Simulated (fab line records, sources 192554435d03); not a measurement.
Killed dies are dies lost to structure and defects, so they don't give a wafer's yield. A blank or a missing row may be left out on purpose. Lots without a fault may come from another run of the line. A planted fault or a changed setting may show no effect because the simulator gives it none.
One fault seen from 2 desks | flow n5_finfet | each desk has only its own numbers; what lay behind them comes last

THE TOOL OWNER'S DESK: rie_diel-02
The tool's own readings at N5_BEOL_M7_ETCH_41 (etches SiCN in CH3F/O2, target depth 31.9 nm, time 57.8 s): means of the sampled wafers that have a number, for each lot that ran on this tool. A lot is out of limits, marked OUT, if its mean lies more than 4 standard deviations from the usual mean; the brackets give that distance.
Columns: A = bias_w at N5_BEOL_M7_ETCH_41, usual 74.96 W; B = drypump_motor_current_A at N5_BEOL_M7_ETCH_41, usual 5.8 A; C = oes_product_au at N5_BEOL_M7_ETCH_41, usual 0.79 a.u.; D = rf_vpp_V at N5_BEOL_M7_ETCH_41, usual 297.2 V; E = showerhead_plenum_p_Torr at N5_BEOL_M7_ETCH_41, usual 1.99 Torr; F = throttle_valve_pct at N5_BEOL_M7_ETCH_41, usual 16.22 %
lot  | first seen here | A               | B   | C    | D               | E    | F
L269 | day 10 07:54    | 74.88           | 5.8 | 0.77 | 296.7           | 1.97 | 16.28
L274 | day 11 17:47    | 88.39 (+61) OUT | 5.7 | 0.75 | 329.8 (+23) OUT | 1.97 | 16.47
L277 | day 12 21:16    | 81.66 (+30) OUT | 5.7 | 0.77 | 313.2 (+11) OUT | 1.97 | 16.29
This desk's finding: out of limits on L274, L277; first on L274, day 11 17:47 (bias_w at N5_BEOL_M7_ETCH_41). In limits: L269.

THE METROLOGY DESK
What the gauges read, lot by lot, whatever tool the lot ran on: means of the sampled wafers that have a number. A lot is out of limits, marked OUT, if its mean lies more than 4 standard deviations from the usual mean; the brackets give that distance.
Columns: A = M7_OVL at N5_BEOL_M7_OVL_MEAS_12, usual 0.0 nm; B = cd_nm at N5_BEOL_M7_CD_MEAS_28, usual 40.03 nm
lot  | first seen here | A    | B
L264 | day 8 19:49     | -0.6 | 40.28
L266 | day 8 22:35     | 0.7  | 39.81
L268 | day 9 22:35     | -0.8 | 39.90
L267 | day 10 04:14    | -0.2 | 40.05
L269 | day 10 04:38    | -0.1 | 39.99
L274 | day 11 13:39    | 0.8  | 40.28
L277 | day 12 17:07    | 1.0  | 40.16
L280 | day 12 22:02    | -1.3 | 40.21
L279 | day 12 22:24    | -0.6 | 40.16
L281 | day 13 05:30    | 0.9  | 40.00
L283 | day 13 21:04    | -0.3 | 40.04
This desk's finding: nothing out of limits on any of the 11 lots.

PUT TOGETHER
The tool owner's desk could have raised an alarm at day 11 17:47, on L274, L277.
The metrology desk saw nothing out of limits.
The metrology desk has L274, L277 on record, within its limits.
Of the lots named, all ran N5_BEOL_M7_ETCH_41 on rie_diel-02.

WHAT THE SIMULATOR HAD PUT IN
Process parameter drift: rie_diel-02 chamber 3, from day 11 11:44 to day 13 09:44, at N5_BEOL_M7_ETCH_41. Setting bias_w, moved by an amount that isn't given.
Lots struck among those shown: L274, L277.
Hours from the fault's start to each desk's first reading out of limits: the tool owner's desk, 6.
